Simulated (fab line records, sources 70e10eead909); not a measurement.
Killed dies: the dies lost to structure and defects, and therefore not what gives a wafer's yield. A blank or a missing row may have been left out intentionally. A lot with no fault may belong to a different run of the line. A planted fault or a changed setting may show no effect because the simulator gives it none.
Shared-tool check + flow nand-harc + 1 lot, 3 wafers sampled

## WHY THIS WAS OPENED
At NHARC_END_SORT_01 the reading killed-at-periphery is flagged on 1 of 1 lot. Wafers without a fault read 3.4, standard deviation 2.7.
Rule: flag the lot when none of its wafers has a number, or when each of its wafers that has one lies beyond 4 standard deviations from that mean. As for the other lots, they are considered sound.

| lot  | measured     | on        | killed-at-periphery, wafer by wafer | flag    |
|------|--------------|-----------|-------------------------------------|---------|
| L725 | day 22 00:27 | prober-02 | 649 652 652                         | FLAGGED |
The numbers of the flagged lots are 651.0 on average: +647.6 against the usual, or +99 or more standard deviations.

## EACH LOT AND THE TOOL IT RAN ON
2 process steps preceding the reading are held in the record, out of 1159 steps in the route. Cell contents, in order: the tool; ch with the chambers the sampled wafers went through; the start.
| lot  | flag    | NHARC_P_ZERO_WELL_DESCUM_54       | NHARC_P_GATE_EXPOSE_08           |
|------|---------|-----------------------------------|----------------------------------|
| L725 | FLAGGED | rie-diel-12 ch 0,1,2, day 3 23:50 | krf-scanner-01 ch 0, day 6 10:06 |
What these steps do:
- NHARC_P_ZERO_WELL_DESCUM_54: chemistry O2, time 3 s.
- NHARC_P_GATE_EXPOSE_08: exposes mask P HV.
- NHARC_END_SORT_01

## FLAGGED OVER TOTAL, TOOL BY TOOL (the gauges that took the reading come last)
| step                        | tool           | lots run | flagged | share of the flagged lots | sound lots run after its first flagged lot |
|-----------------------------|----------------|----------|---------|---------------------------|--------------------------------------------|
| NHARC_P_ZERO_WELL_DESCUM_54 | rie-diel-12    | 1        | 1       | all                       | 0                                          |
| NHARC_P_GATE_EXPOSE_08      | krf-scanner-01 | 1        | 1       | all                       | 0                                          |
| NHARC_END_SORT_01           | prober-02      | 1        | 1       | all                       | 0                                          |

## THE TABLE: WHAT IT ALLOWS
In the table, 3 rows ran each flagged lot (rie-diel-12 at NHARC_P_ZERO_WELL_DESCUM_54; krf-scanner-01 at NHARC_P_GATE_EXPOSE_08; prober-02 at NHARC_END_SORT_01).
- rie-diel-12 at NHARC_P_ZERO_WELL_DESCUM_54: 1 of its 1 lot flagged. Because this sample shows no sound lot run on it before its first flagged lot, the start cannot be pinned down more closely.
- krf-scanner-01 at NHARC_P_GATE_EXPOSE_08: 1 of its 1 lot flagged. Because this sample shows no sound lot run on it before its first flagged lot, the start cannot be pinned down more closely.
- prober-02 at NHARC_END_SORT_01: 1 of its 1 lot flagged. Because this sample shows no sound lot run on it before its first flagged lot, the start cannot be pinned down more closely.
Because each of these 3 tools fits a fault that began at some hour, counting lots does not separate them. More lots, or a look at what each step does to the wafer, might.

## WHAT THE SIMULATOR PUT IN
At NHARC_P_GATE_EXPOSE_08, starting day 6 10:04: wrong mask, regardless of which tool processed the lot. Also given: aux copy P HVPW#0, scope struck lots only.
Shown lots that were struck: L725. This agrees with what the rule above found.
